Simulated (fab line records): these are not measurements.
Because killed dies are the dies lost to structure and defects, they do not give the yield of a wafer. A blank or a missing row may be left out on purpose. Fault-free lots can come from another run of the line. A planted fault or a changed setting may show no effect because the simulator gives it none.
fab line records	flow n5_finfet
record: lots: 24	wafers: 72	last_day: 18
route steps=1938 shown BEOL_M0_SAQP@633
lots with no fault: from the same line, run without faults
start_h: start of the lot's first displayed wafer, in hours after the record's first day	wait_h: hours from the lot's prior step to this one	" as in the row above	L1.1+2: a single row standing in for several wafers	- no value, or no start given	* or withheld: withheld	< > ~ a bound
route shown NAME@n: a module of which the file shows steps, and the number in the route of the first	usual: mean and standard deviation over wafers with no fault	same: alike in all rows	chamber/n: place in a boat	sites: readings site by site	_std_site: their standard deviation	_edge_site: the outer-site mean with the inner-site mean subtracted	radius_mm: how far each site lies from the wafer's centre	mask NAME#n: copy n	behind: the most recent tool/chamber to have shaped the wafer	hold: cause of the lot's hold/its duration in hours/its outcome	device: whichever transistor did not switch (one of n, p or np)	end of line: tests run on the same wafers once the route is complete	where a step has no rows: the recipe by itself	killed: not the wafer's yield, but the dies lost to structure and defects at the first sort	map: a wafer's dies, marking killed ones x, the rest . and places with no die _
set.NAME: the setting as run; set.NAME@STEP: as run at that earlier step	model.NAME: the simulator's own value behind a step, which no gauge read
the route's steps for a sample of lots (tables are steps, rows are wafers)
services: when a tool's chamber went out of use (start_h, in hours from the record's first day, below 0 if earlier), for how many hours, and the reason
== steps ==
step: N5_BEOL_M0_SAQP_ILD_DEP_01
recipe: material: SiOC	target_thk_a: 454.19	temp_c: 350	precursor: DEMS/O2	pressure_torr: 5	rf_w: 500	time_s: 8.7
usual: heater_power_w: 443/51	showerhead_plenum_p_Torr: 5.697/0.014	throttle_valve_pct: 11.8/0.49
lot.wafer	tool	chamber	start_h	wait_h	heater_power_w	showerhead_plenum_p_Torr	throttle_valve_pct
L074.3	pecvd-02	1	105.50	0.0	450	5.694	10.7
L074.4	"	2	"	"	390	5.702	11.7
L074.5	"	1	"	"	460	5.716	11.1
L075.2	pecvd-02	1	111.37	0.0	497	5.678	11.2
L075.5	"	1	"	"	487	5.681	11.1
L075.6	"	0	"	"	353	5.679	11.7
L076.4	pecvd-01	0	120.05	0.0	469	5.690	12.7
L076.5	"	1	"	"	436	5.692	12.4
L076.6	"	2	"	"	369	5.666	11.7
L077.2	pecvd-02	0	123.03	0.0	352	5.681	11.6
L077.3	"	1	"	"	475	5.689	11.1
L077.4	"	1	"	"	473	5.709	11.1
L078.2	pecvd-02	1	126.64	0.0	482	5.698	10.8
L078.4	"	0	"	"	435	5.689	11.4
L078.6	"	2	"	"	378	5.707	11.5
L079.4	pecvd-03	2	132.80	0.0	430	5.709	11.9
L079.5	"	1	"	"	442	5.728	11.1
L079.6	"	0	"	"	562	5.693	12.1
L080.2	pecvd-03	0	141.72	0.0	480	5.696	12.1
L080.5	"	1	"	"	452	5.717	11.5
L080.6	"	0	"	"	499	5.683	12.1
L081.2	pecvd-02	1	153.21	0.0	486	5.693	10.9
L081.3	"	0	"	"	349	5.690	11.6
L081.5	"	1	"	"	474	5.708	10.8
L082.2	pecvd-03	1	156.20	0.0	463	5.699	11.4
L082.4	"	1	"	"	452	5.722	11.1
L082.5	"	2	"	"	488	5.701	12.0
L083.2	pecvd-02	0	159.21	0.0	435	5.678	11.3
L083.3	"	0	"	"	435	5.685	11.5
L083.6	"	1	"	"	442	5.702	11.0
L084.1	pecvd-03	0	176.62	0.0	549	5.694	11.8
L084.5	"	0	"	"	558	5.700	12.1
L084.6	"	2	"	"	389	5.711	12.2
L085.3	pecvd-03	0	180.35	0.0	490	5.681	12.0
L085.4	"	1	"	"	423	5.717	11.2
L085.5	"	2	"	"	393	5.699	11.7
L086.2	pecvd-03	0	185.29	0.0	515	5.700	12.2
L086.3	"	1	"	"	475	5.712	11.3
L086.5	"	0	"	"	515	5.705	11.8
L087.3	pecvd-03	0	194.46	0.0	497	5.693	11.8
L087.5	"	0	"	"	496	5.685	12.0
L087.6	"	1	"	"	467	5.734	11.4
L088.1	pecvd-02	1	197.46	0.0	512	5.694	11.0
L088.2	"	0	"	"	387	5.682	11.7
L088.3	"	2	"	"	404	5.719	11.7
L089.1	pecvd-03	0	197.47	0.0	583	5.682	11.9
L089.3	"	2	"	"	487	5.711	11.9
L089.6	"	0	"	"	470	5.705	12.1
L091.1	pecvd-02	2	212.45	0.0	423	5.717	12.0
L091.3	"	0	"	"	385	5.681	11.6
L091.4	"	0	"	"	380	5.681	11.8
L090.2	pecvd-01	2	215.45	0.0	416	5.679	11.7
L090.3	"	1	"	"	367	5.691	12.3
L090.6	"	2	"	"	427	5.695	11.8
L092.1	pecvd-01	2	218.47	0.0	402	5.690	11.8
L092.3	"	0	"	"	454	5.684	12.6
L092.6	"	0	"	"	450	5.674	12.7
L093.1	pecvd-03	0	221.48	0.0	567	5.682	12.0
L093.3	"	1	"	"	459	5.707	11.6
L093.6	"	0	"	"	563	5.680	12.2
L094.2	pecvd-01	1	224.46	0.0	385	5.699	12.4
L094.3	"	0	"	"	385	5.692	12.6
L094.6	"	2	"	"	413	5.682	12.1
L095.1	pecvd-01	1	232.51	0.0	425	5.694	12.3
L095.2	"	0	"	"	377	5.686	12.7
L095.5	"	0	"	"	379	5.673	12.6
L096.1	pecvd-03	2	239.28	0.0	464	5.687	10.8
L096.3	"	0	"	"	507	5.696	12.2
L096.4	"	1	"	"	440	5.709	11.4
L097.1	pecvd-01	1	247.75	0.0	447	5.674	12.0
L097.2	"	2	"	"	419	5.698	11.6
L097.5	"	1	"	"	427	5.682	12.2
step: N5_BEOL_M0_SAQP_PECVD_04
recipe: material: a-Si	target_thk_a: 600	temp_c: 350	precursor: SiH4/He	pressure_torr: 3	rf_w: 100	time_s: 60.2
usual: heater_power_w: 591/52	showerhead_plenum_p_Torr: 5.68/0.042	throttle_valve_pct: 17.9/0.73
lot.wafer	tool	chamber	start_h	wait_h	heater_power_w	showerhead_plenum_p_Torr	throttle_valve_pct
L074.3	pecvd-03	1	106.17	0.0	596	5.76	17.2
L074.4	"	1	"	"	598	5.76	17.1
L074.5	"	0	"	"	693	5.65	17.8
L075.2	pecvd-03	0	113.38	0.0	684	5.67	17.8
L075.5	"	2	"	"	602	5.72	18.2
L075.6	"	0	"	"	695	5.65	17.7
L076.4	pecvd-01	2	121.62	0.0	529	5.66	17.5
L076.5	"	0	"	"	593	5.62	19.0
L076.6	"	1	"	"	574	5.62	18.6
L077.2	pecvd-03	0	123.47	0.0	694	5.66	18.3
L077.3	"	1	"	"	534	5.74	17.2
L077.4	"	0	"	"	701	5.66	18.0
L078.2	pecvd-03	0	128.74	0.0	687	5.66	18.0
L078.4	"	0	"	"	676	5.65	18.1
L078.6	"	0	"	"	690	5.66	18.0
L079.4	pecvd-02	0	135.18	0.0	540	5.65	17.8
L079.5	"	2	"	"	579	5.71	17.5
L079.6	"	1	"	"	631	5.69	16.6
L080.2	pecvd-01	2	142.56	0.0	507	5.65	17.8
L080.5	"	0	"	"	606	5.64	19.1
L080.6	"	2	"	"	528	5.66	17.7
L081.2	pecvd-01	2	154.37	0.0	561	5.66	17.8
L081.3	"	1	"	"	606	5.63	18.7
L081.5	"	0	"	"	604	5.63	19.0
L082.2	pecvd-03	2	158.00	0.0	616	5.72	18.3
L082.4	"	0	"	"	677	5.66	18.2
L082.5	"	1	"	"	593	5.74	17.4
L083.2	pecvd-01	2	159.76	0.0	543	5.65	17.6
L083.3	"	1	"	"	538	5.62	18.5
L083.6	"	2	"	"	551	5.67	17.9
L084.1	pecvd-03	1	177.75	0.0	603	5.75	17.1
L084.5	"	1	"	"	588	5.75	17.5
L084.6	"	2	"	"	569	5.72	18.3
L085.3	pecvd-03	2	181.56	0.0	608	5.73	18.3
L085.4	"	1	"	"	621	5.74	17.2
L085.5	"	0	"	"	653	5.66	18.2
L086.2	pecvd-01	2	186.02	0.0	531	5.66	18.0
L086.3	"	1	"	"	544	5.63	18.6
L086.5	"	1	"	"	553	5.64	18.6
L087.3	pecvd-02	1	194.74	0.0	548	5.68	16.5
L087.5	"	2	"	"	582	5.72	17.7
L087.6	"	0	"	"	560	5.62	17.7
L088.1	pecvd-03	0	200.83	0.0	697	5.65	18.2
L088.2	"	1	"	"	573	5.75	17.2
L088.3	"	2	"	"	600	5.73	18.4
L089.1	pecvd-01	1	200.93	0.0	600	5.62	18.5
L089.3	"	0	"	"	590	5.62	19.0
L089.6	"	0	"	"	574	5.63	19.4
L091.1	pecvd-01	2	213.38	0.0	563	5.67	17.9
L091.3	"	1	"	"	568	5.62	18.7
L091.4	"	2	"	"	560	5.66	17.7
L090.2	pecvd-02	1	216.10	0.0	663	5.67	16.7
L090.3	"	0	"	"	561	5.63	17.5
L090.6	"	2	"	"	555	5.73	17.9
L092.1	pecvd-02	0	219.57	0.0	512	5.63	17.5
L092.3	"	2	"	"	590	5.71	17.2
L092.6	"	0	"	"	519	5.63	17.7
L093.1	pecvd-02	2	221.91	0.0	591	5.71	17.4
L093.3	"	0	"	"	573	5.63	18.0
L093.6	"	1	"	"	653	5.67	16.8
L094.2	pecvd-02	1	225.91	0.0	659	5.67	16.7
L094.3	"	0	"	"	561	5.62	17.9
L094.6	"	1	"	"	661	5.67	16.8
L095.1	pecvd-03	2	233.25	0.0	611	5.71	16.8
L095.2	"	1	"	"	603	5.76	17.3
L095.5	"	1	"	"	593	5.75	17.3
L096.1	pecvd-02	2	240.33	0.0	588	5.71	18.0
L096.3	"	1	"	"	664	5.67	16.6
L096.4	"	1	"	"	675	5.67	16.6
L097.1	pecvd-02	0	250.11	0.0	536	5.64	17.5
L097.2	"	1	"	"	631	5.67	16.6
L097.5	"	0	"	"	544	5.63	17.7
step: N5_BEOL_M0_SAQP_RECESS_114
recipe: chemistry: HF/NH3	target: SiO2	target_depth_a: 144	afs_cycles: 3	temp_c: 30	sublimation_temp_c: 180	sublimation_time_s: 60
usual: drypump_motor_current_A: 5.8/0.35
lot.wafer	tool	chamber	start_h	wait_h	drypump_motor_current_A
L074.3	vapor_etch-01	0	107.37	0.1	5.3
L074.4	"	1	"	"	5.9
L074.5	"	0	"	"	5.3
L075.2	vapor_etch-02	0	114.62	0.0	6.3
L075.5	"	1	"	"	5.8
L075.6	"	0	"	"	6.3
L076.4	vapor_etch-01	1	122.75	0.1	5.9
L076.5	"	1	"	"	5.9
L076.6	"	0	"	"	5.3
L077.2	vapor_etch-01	1	124.68	0.2	5.9
L077.3	"	1	"	"	5.9
L077.4	"	0	"	"	5.3
L078.2	vapor_etch-02	1	129.94	0.0	5.8
L078.4	"	0	"	"	6.3
L078.6	"	0	"	"	6.3
L079.4	vapor_etch-02	0	136.66	0.1	6.3
L079.5	"	0	"	"	6.3
L079.6	"	1	"	"	5.8
L080.2	vapor_etch-01	1	143.61	0.0	5.9
L080.5	"	1	"	"	5.9
L080.6	"	0	"	"	5.3
L081.2	vapor_etch-01	1	155.58	0.0	5.9
L081.3	"	0	"	"	5.3
L081.5	"	0	"	"	5.3
L082.2	vapor_etch-02	1	159.35	0.0	5.8
L082.4	"	1	"	"	5.8
L082.5	"	1	"	"	5.8
L083.2	vapor_etch-02	0	160.96	0.0	6.3
L083.3	"	0	"	"	6.3
L083.6	"	0	"	"	6.3
L084.1	vapor_etch-01	0	178.92	0.0	5.3
L084.5	"	1	"	"	5.9
L084.6	"	0	"	"	5.3
L085.3	vapor_etch-01	0	183.44	0.6	5.3
L085.4	"	1	"	"	5.9
L085.5	"	0	"	"	5.3
L086.2	vapor_etch-01	0	187.19	0.0	5.4
L086.3	"	1	"	"	5.9
L086.5	"	0	"	"	5.3
L087.3	vapor_etch-01	0	196.07	0.1	5.3
L087.5	"	1	"	"	5.9
L087.6	"	0	"	"	5.3
L088.1	vapor_etch-01	0	202.08	0.0	5.3
L088.2	"	1	"	"	5.9
L088.3	"	0	"	"	5.3
L089.1	vapor_etch-01	1	202.44	0.3	5.9
L089.3	"	1	"	"	5.9
L089.6	"	1	"	"	5.9
L091.1	vapor_etch-02	0	214.57	0.0	6.3
L091.3	"	0	"	"	6.3
L091.4	"	1	"	"	5.8
L090.2	vapor_etch-01	0	217.15	0.0	5.3
L090.3	"	0	"	"	5.3
L090.6	"	0	"	"	5.3
L092.1	vapor_etch-02	0	220.62	0.0	6.3
L092.3	"	1	"	"	5.8
L092.6	"	1	"	"	5.8
L093.1	vapor_etch-01	0	223.27	0.2	5.3
L093.3	"	0	"	"	5.3
L093.6	"	0	"	"	5.3
L094.2	vapor_etch-02	1	227.14	0.0	5.8
L094.3	"	1	"	"	5.8
L094.6	"	1	"	"	5.8
L095.1	vapor_etch-02	0	234.42	0.0	6.3
L095.2	"	1	"	"	5.8
L095.5	"	1	"	"	5.8
L096.1	vapor_etch-01	0	241.42	0.0	5.3
L096.3	"	0	"	"	5.3
L096.4	"	1	"	"	6.0
L097.1	vapor_etch-01	0	251.28	0.0	5.3
L097.2	"	1	"	"	5.9
L097.5	"	1	"	"	5.9
step: N5_BEOL_M0_SAQP_MANDREL_ETCH_103
recipe: chemistry: HBr/Cl2	target: a-Si	target_depth_a: 450	bt_time_s: 10	stop_on: SiCN	mask_material: SiO2	over_etch_frac: 0.8	time_s: 27	pressure_mtorr: 10	icp_w: 800	bias_w: 75	HBr_flow_sccm: 150	Cl2_flow_sccm: 80	ends: end_point
usual: drypump_motor_current_A: 5.8/0.49	mfc_cl2_sccm: 80.01/0.24	oes_product_au: 0.682/0.015	throttle_valve_pct: 35.44/0.27
same: over_etch_frac: 0.8
lot.wafer	tool	chamber	start_h	wait_h	drypump_motor_current_A	mfc_cl2_sccm	oes_product_au	rf_hours_counter_h	throttle_valve_pct
L074.3	rie_si-04	2	108.49	0.0	5.7	80.16	0.678	173	35.27
L074.4	"	1	"	"	6.1	80.06	0.711	80	35.46
L074.5	"	0	"	"	6.0	80.27	0.686	-	35.22
L075.2	rie_si-06	3	116.27	0.0	6.3	80.49	0.686	18	35.35
L075.5	"	0	"	"	5.3	79.90	0.656	-	35.46
L075.6	"	3	"	"	6.3	80.36	0.687	-	35.33
L076.4	rie_si-04	1	123.88	0.0	6.0	80.37	0.710	81	35.47
L076.5	"	0	"	"	6.0	79.78	0.682	-	35.25
L076.6	"	3	"	"	4.9	80.11	0.685	-	35.85
L077.2	rie_si-04	1	125.91	0.0	6.0	80.01	0.708	81	35.46
L077.3	"	3	"	"	5.0	79.63	0.684	135	35.85
L077.4	"	2	"	"	5.7	80.16	0.693	173	35.25
L078.2	rie_si-04	3	131.18	0.0	4.9	79.55	0.681	135	35.85
L078.4	"	2	"	"	5.7	80.33	0.683	173	35.28
L078.6	"	1	"	"	6.0	80.26	0.708	-	35.48
L079.4	rie_si-01	0	137.99	0.0	5.6	79.89	0.653	68	35.55
L079.5	"	1	"	"	5.9	80.42	0.684	-	36.18
L079.6	"	0	"	"	5.7	79.88	0.651	-	35.55
L080.2	rie_si-06	3	145.10	0.0	6.2	79.74	0.690	19	35.34
L080.5	"	2	"	"	6.4	80.03	0.677	-	35.29
L080.6	"	3	"	"	6.2	80.32	0.696	-	35.33
L081.2	rie_si-06	0	156.83	0.0	5.3	80.00	0.659	60	35.47
L081.3	"	0	"	"	5.3	79.82	0.665	-	35.47
L081.5	"	1	"	"	6.4	79.70	0.697	-	35.00
L082.2	rie_si-04	3	161.08	0.0	4.9	80.08	0.689	135	35.83
L082.4	"	2	"	"	5.7	79.69	0.682	174	35.25
L082.5	"	1	"	"	6.1	79.76	0.703	-	35.48
L083.2	rie_si-04	3	162.37	0.0	4.9	79.87	0.686	135	35.86
L083.3	"	1	"	"	6.0	80.18	0.703	81	35.49
L083.6	"	3	"	"	4.9	80.07	0.692	-	35.82
L084.1	rie_si-06	3	181.20	0.0	6.2	80.31	0.667	19	35.36
L084.5	"	1	"	"	6.4	79.96	0.701	-	35.01
L084.6	"	2	"	"	6.4	79.95	0.658	-	35.32
L085.3	rie_si-04	1	186.64	0.0	6.1	80.06	0.693	82	35.49
L085.4	"	0	"	"	5.9	79.73	0.685	48	35.26
L085.5	"	2	"	"	5.7	80.35	0.682	-	35.27
L086.2	rie_si-01	3	189.04	0.0	4.9	80.25	0.682	112	35.69
L086.3	"	2	"	"	6.0	79.59	0.656	97	35.31
L086.5	"	1	"	"	5.9	79.90	0.686	-	36.19
L087.3	rie_si-06	2	197.18	0.0	6.4	80.26	0.653	63	35.34
L087.5	"	2	"	"	6.4	80.46	0.663	-	35.31
L087.6	"	3	"	"	6.2	80.27	0.684	-	35.34
L088.1	rie_si-01	0	203.32	0.0	5.6	79.89	0.663	69	35.52
L088.2	"	1	"	"	6.0	80.05	0.691	171	36.17
L088.3	"	2	"	"	6.1	80.22	0.656	97	35.28
L089.1	rie_si-04	1	203.77	0.0	6.1	79.95	0.705	82	35.46
L089.3	"	3	"	"	5.0	80.00	0.687	136	35.84
L089.6	"	2	"	"	5.6	80.30	0.682	-	35.28
L091.1	rie_si-04	1	216.09	0.0	6.1	80.56	0.712	83	35.48
L091.3	"	0	"	"	5.9	79.89	0.670	48	35.26
L091.4	"	2	"	"	5.7	79.57	0.683	174	35.24
L090.2	rie_si-01	2	218.41	0.0	6.1	79.78	0.666	97	35.29
L090.3	"	1	"	"	5.9	80.04	0.680	171	36.19
L090.6	"	3	"	"	4.9	80.19	0.697	-	35.66
L092.1	rie_si-04	2	221.86	0.0	5.7	80.56	0.677	175	35.29
L092.3	"	3	"	"	4.9	80.42	0.701	136	35.83
L092.6	"	1	"	"	6.1	80.30	0.704	-	35.47
L093.1	rie_si-06	3	224.62	0.0	6.2	80.25	0.688	20	35.36
L093.3	"	1	"	"	6.4	79.80	0.696	87	35.02
L093.6	"	1	"	"	6.4	80.16	0.694	-	35.04
L094.2	rie_si-01	3	228.85	0.0	4.9	80.16	0.670	113	35.70
L094.3	"	1	"	"	5.9	80.24	0.677	171	36.20
L094.6	"	3	"	"	4.9	80.05	0.692	-	35.69
L095.1	rie_si-06	3	237.71	0.0	6.2	79.94	0.670	20	35.39
L095.2	"	0	"	"	5.2	79.93	0.656	61	35.49
L095.5	"	0	"	"	5.3	79.84	0.662	-	35.45
L096.1	rie_si-06	1	242.72	0.0	6.4	79.74	0.688	87	35.02
L096.3	"	3	"	"	6.2	79.99	0.680	20	35.37
L096.4	"	1	"	"	6.4	80.01	0.692	-	35.02
L097.1	rie_si-04	1	252.95	0.0	6.1	79.72	0.711	83	35.48
L097.2	"	0	"	"	6.0	79.77	0.680	49	35.28
L097.5	"	3	"	"	5.0	79.86	0.697	-	35.82
step: N5_BEOL_M0_SAQP_RECESS_109
recipe: chemistry: HF/NH3	target: SiO2	target_depth_a: 30	afs_cycles: 1	temp_c: 30	sublimation_temp_c: 180	sublimation_time_s: 60
usual: drypump_motor_current_A: 5.7/0.34
lot.wafer	tool	chamber	start_h	wait_h	drypump_motor_current_A
L074.3	vapor_etch-01	0	109.69	0.1	5.3
L074.4	"	1	"	"	5.9
L074.5	"	1	"	"	5.9
L075.2	vapor_etch-02	0	117.12	0.0	6.3
L075.5	"	1	"	"	5.8
L075.6	"	0	"	"	6.3
L076.4	vapor_etch-01	0	125.08	0.6	5.3
L076.5	"	1	"	"	5.9
L076.6	"	0	"	"	5.3
L077.2	vapor_etch-01	1	126.60	0.0	5.9
L077.3	"	1	"	"	5.9
L077.4	"	0	"	"	5.3
L078.2	vapor_etch-02	1	132.19	0.0	5.8
L078.4	"	1	"	"	5.8
L078.6	"	1	"	"	5.8
L079.4	vapor_etch-01	1	138.72	0.1	5.9
L079.5	"	0	"	"	5.3
L079.6	"	1	"	"	5.9
L080.2	vapor_etch-02	1	145.79	0.0	5.8
L080.5	"	0	"	"	6.3
L080.6	"	1	"	"	5.8
L081.2	vapor_etch-01	1	157.58	0.0	5.9
L081.3	"	0	"	"	5.3
L081.5	"	1	"	"	5.9
L082.2	vapor_etch-02	1	161.97	0.0	5.8
L082.4	"	0	"	"	6.3
L082.5	"	1	"	"	5.8
L083.2	vapor_etch-01	0	163.19	0.0	5.3
L083.3	"	1	"	"	5.9
L083.6	"	0	"	"	5.3
L084.1	vapor_etch-01	1	182.04	0.0	5.9
L084.5	"	0	"	"	5.3
L084.6	"	1	"	"	5.9
L085.3	vapor_etch-01	0	187.59	0.3	5.3
L085.4	"	1	"	"	5.9
L085.5	"	0	"	"	5.3
L086.2	vapor_etch-01	1	189.86	0.0	5.9
L086.3	"	0	"	"	5.3
L086.5	"	0	"	"	5.3
L087.3	vapor_etch-01	0	197.91	0.1	5.3
L087.5	"	1	"	"	5.9
L087.6	"	0	"	"	5.3
L088.1	vapor_etch-01	1	204.10	0.0	5.9
L088.2	"	0	"	"	5.3
L088.3	"	1	"	"	5.9
L089.1	vapor_etch-01	1	204.47	0.0	5.9
L089.3	"	1	"	"	5.9
L089.6	"	1	"	"	5.9
L091.1	vapor_etch-02	1	216.78	0.0	5.8
L091.3	"	1	"	"	5.8
L091.4	"	0	"	"	6.3
L090.2	vapor_etch-01	0	219.10	0.0	5.3
L090.3	"	0	"	"	5.3
L090.6	"	0	"	"	5.3
L092.1	vapor_etch-01	1	222.55	0.0	5.9
L092.3	"	0	"	"	5.3
L092.6	"	1	"	"	5.9
L093.1	vapor_etch-01	0	225.53	0.0	5.3
L093.3	"	0	"	"	5.3
L093.6	"	0	"	"	5.3
L094.2	vapor_etch-02	1	229.54	0.0	5.8
L094.3	"	0	"	"	6.3
L094.6	"	0	"	"	6.3
L095.1	vapor_etch-01	0	238.40	0.0	5.3
L095.2	"	1	"	"	5.9
L095.5	"	0	"	"	5.3
L096.1	vapor_etch-01	0	243.58	0.0	5.3
L096.3	"	1	"	"	5.9
L096.4	"	0	"	"	5.3
L097.1	vapor_etch-01	0	253.65	0.0	5.3
L097.2	"	1	"	"	5.9
L097.5	"	1	"	"	6.0
step: N5_BEOL_M0_SAQP_ETCH_88
recipe: chemistry: N2/H2	target: underlayer	target_depth_a: 65	time_s: 5.2	ion_energy_ev: 200	mask_material: CAR-EUV	pressure_mtorr: 30	source_w: 840	bias_w: 150	n2_flow_sccm: 200	h2_flow_sccm: 200	ends: cleared
usual: drypump_motor_current_A: 5.5/0.43	etch_rf_on_time_s: 5.21/0.12	oes_product_au: 0.66/0.065	rf_vpp_V: 523.1/2.5	showerhead_plenum_p_Torr: 2.51/0.077	throttle_valve_pct: 17.98/0.22
lot.wafer	tool	chamber	start_h	wait_h	drypump_motor_current_A	etch_rf_on_time_s	oes_product_au	rf_hours_counter_h	rf_vpp_V	showerhead_plenum_p_Torr	throttle_valve_pct
L074.3	rie_diel-03	0	111.03	0.0	5.7	5.31	0.65	122	520.9	2.36	18.05
L074.4	"	3	"	"	5.7	5.34	0.65	-	522.2	2.45	18.12
L074.5	"	2	"	"	5.2	5.21	0.63	-	528.1	2.65	18.05
L075.2	rie_diel-06	2	118.47	0.0	5.7	5.28	0.61	182	524.5	2.51	17.76
L075.5	"	2	"	"	5.7	5.26	0.62	-	524.4	2.51	17.75
L075.6	"	1	"	"	5.8	5.05	0.67	-	520.9	2.45	18.17
L076.4	rie_diel-04	0	126.83	0.0	6.0	5.03	0.71	104	522.0	2.47	17.93
L076.5	"	2	"	"	4.9	5.23	0.79	-	520.9	2.50	17.58
L076.6	"	1	"	"	5.5	5.13	0.59	-	526.4	2.60	18.54
L077.2	rie_diel-06	2	128.18	0.0	5.7	5.26	0.60	185	523.2	2.51	17.75
L077.3	"	0	"	"	6.4	5.26	0.69	65	525.4	2.58	17.63
L077.4	"	2	"	"	5.7	5.29	0.60	-	521.8	2.51	17.77
L078.2	rie_diel-03	3	133.84	0.0	5.7	5.38	0.64	137	522.7	2.45	18.13
L078.4	"	2	"	"	5.1	5.25	0.63	158	525.5	2.65	18.04
L078.6	"	3	"	"	5.7	5.41	0.65	-	520.9	2.45	18.14
L079.4	rie_diel-04	1	140.04	0.0	5.5	5.16	0.58	-	525.3	2.60	18.52
L079.5	"	0	"	"	6.0	5.08	0.70	-	524.6	2.47	17.93
L079.6	"	2	"	"	4.9	5.24	0.78	-	522.4	2.50	17.59
L080.2	rie_diel-04	0	147.54	0.0	6.1	5.14	0.70	112	521.1	2.47	17.92
L080.5	"	1	"	"	5.5	5.17	0.57	-	525.4	2.60	18.53
L080.6	"	0	"	"	6.1	5.11	0.70	-	521.4	2.47	17.93
L081.2	rie_diel-03	2	159.00	0.0	5.2	5.24	0.63	166	527.7	2.65	18.07
L081.3	"	1	"	"	5.5	5.19	0.63	181	523.5	2.54	17.86
L081.5	"	2	"	"	5.2	5.30	0.63	-	524.9	2.65	18.06
L082.2	rie_diel-04	3	164.03	0.0	5.0	5.10	0.62	189	525.6	2.53	17.97
L082.4	"	3	"	"	4.9	5.08	0.62	-	526.1	2.53	17.96
L082.5	"	2	"	"	4.8	5.25	0.76	-	519.7	2.49	17.63
L083.2	rie_diel-03	1	164.67	0.0	5.6	5.23	0.62	184	521.9	2.54	17.88
L083.3	"	3	"	"	5.7	5.37	0.64	147	520.4	2.44	18.15
L083.6	"	2	"	"	5.2	5.23	0.62	-	525.2	2.65	18.11
L084.1	rie_diel-04	2	183.52	0.0	4.8	5.28	0.75	33	522.5	2.49	17.63
L084.5	"	2	"	"	4.9	5.27	0.75	-	521.9	2.49	17.62
L084.6	"	3	"	"	5.0	5.07	0.63	-	522.7	2.53	17.98
L085.3	rie_diel-03	3	190.03	0.0	5.7	5.42	0.64	156	520.3	2.44	18.21
L085.4	"	2	"	"	5.2	5.30	0.62	-	525.9	2.64	18.11
L085.5	"	3	"	"	5.7	5.40	0.63	-	520.9	2.44	18.17
L086.2	rie_diel-03	1	191.37	0.0	5.6	5.20	0.61	192	521.6	2.53	17.90
L086.3	"	3	"	"	5.8	5.42	0.62	157	520.2	2.44	18.18
L086.5	"	3	"	"	5.7	5.40	0.62	-	521.0	2.44	18.17
L087.3	rie_diel-06	0	199.23	0.0	6.4	5.27	0.67	85	523.4	2.57	17.67
L087.5	"	0	"	"	6.4	5.28	0.67	-	524.9	2.57	17.68
L087.6	"	3	"	"	5.0	5.21	0.80	-	525.7	2.60	17.50
L088.1	rie_diel-04	1	205.61	0.0	5.5	4.95	0.83	8	525.0	2.59	18.11
L088.2	"	2	"	"	4.8	5.22	0.75	38	523.8	2.49	17.65
L088.3	"	3	"	"	4.9	5.04	0.61	201	523.2	2.52	18.00
L089.1	rie_diel-03	2	206.11	0.0	5.2	5.31	0.61	184	526.6	2.64	18.12
L089.3	"	1	"	"	5.7	5.24	0.61	198	524.7	2.53	17.92
L089.6	"	2	"	"	5.2	5.26	0.61	-	526.0	2.64	18.12
L091.1	rie_diel-04	2	218.15	0.0	4.9	5.27	0.73	43	522.3	2.49	17.64
L091.3	"	3	"	"	4.9	5.08	0.61	206	523.8	2.52	17.98
L091.4	"	1	"	"	5.5	5.01	0.82	13	523.0	2.59	18.12
L090.2	rie_diel-04	2	220.46	0.0	4.8	5.30	0.74	44	522.3	2.49	17.63
L090.3	"	3	"	"	5.0	5.12	0.61	206	522.4	2.52	17.99
L090.6	"	0	"	"	6.0	5.06	0.68	-	523.8	2.46	17.96
L092.1	rie_diel-03	1	224.20	0.0	5.6	5.20	0.61	205	524.4	2.53	17.94
L092.3	"	2	"	"	5.2	5.21	0.60	190	527.9	2.64	18.12
L092.6	"	0	"	"	5.7	5.32	0.63	-	518.4	2.35	18.07
L093.1	rie_diel-03	1	227.08	0.0	5.5	5.29	0.60	206	524.2	2.53	17.91
L093.3	"	2	"	"	5.2	5.22	0.61	191	526.1	2.64	18.11
L093.6	"	2	"	"	5.2	5.24	0.62	-	525.7	2.64	18.14
L094.2	rie_diel-03	0	231.54	0.0	5.7	5.37	0.62	148	518.8	2.35	18.06
L094.3	"	3	"	"	5.7	5.29	0.63	170	519.9	2.43	18.18
L094.6	"	1	"	"	5.6	5.22	0.61	-	524.1	2.53	17.94
L095.1	rie_diel-04	1	240.02	0.0	5.5	5.04	0.81	21	525.9	2.59	18.17
L095.2	"	3	"	"	4.9	5.00	0.62	213	522.4	2.52	18.01
L095.5	"	0	"	"	6.0	5.18	0.67	-	521.7	2.45	18.00
L096.1	rie_diel-06	1	245.44	0.0	5.8	5.11	0.64	174	522.2	2.44	18.24
L096.3	"	3	"	"	5.1	5.27	0.77	28	528.5	2.60	17.51
L096.4	"	0	"	"	6.4	5.36	0.65	98	523.5	2.56	17.67
L097.1	rie_diel-04	2	256.02	0.0	4.8	5.29	0.72	55	522.5	2.48	17.67
L097.2	"	3	"	"	4.9	5.08	0.61	217	523.1	2.52	18.03
L097.5	"	3	"	"	4.9	5.02	0.60	-	521.2	2.52	18.02
== services ==
tool	chamber	start_h	hours	kind
rie_si-01	-	98.87	29.1	repair
rie_diel-03	1	101.96	13.8	repair
pecvd-03	2	126.08	5.5	scheduled_down
rie_si-04	3	132.16	13.9	repair
rie_diel-04	3	133.22	25.4	repair
rie_si-06	1	146.10	8.7	repair
rie_si-06	2	150.28	8.2	repair
rie_si-06	3	154.18	12.0	repair
rie_diel-04	-	156.34	0.4	repair
pecvd-02	2	156.89	8.1	repair
rie_diel-03	0	159.43	22.4	repair
rie_si-04	2	161.45	9.2	repair
pecvd-03	1	162.07	2.1	scheduled_down
rie_diel-06	-	162.87	1.0	repair
rie_diel-06	1	168.49	4.1	repair
rie_diel-03	0	188.15	20.7	repair
pecvd-03	1	194.54	5.5	scheduled_down
pecvd-03	2	202.38	-	clean
vapor_etch-01	-	210.46	2.8	pm
rie_si-06	-	221.66	0.1	repair
rie_si-06	2	223.71	22.8	repair
rie_si-04	0	228.18	15.0	repair
vapor_etch-02	-	231.01	2.8	pm
pecvd-01	-	255.84	5.9	repair
== key ==
fault none
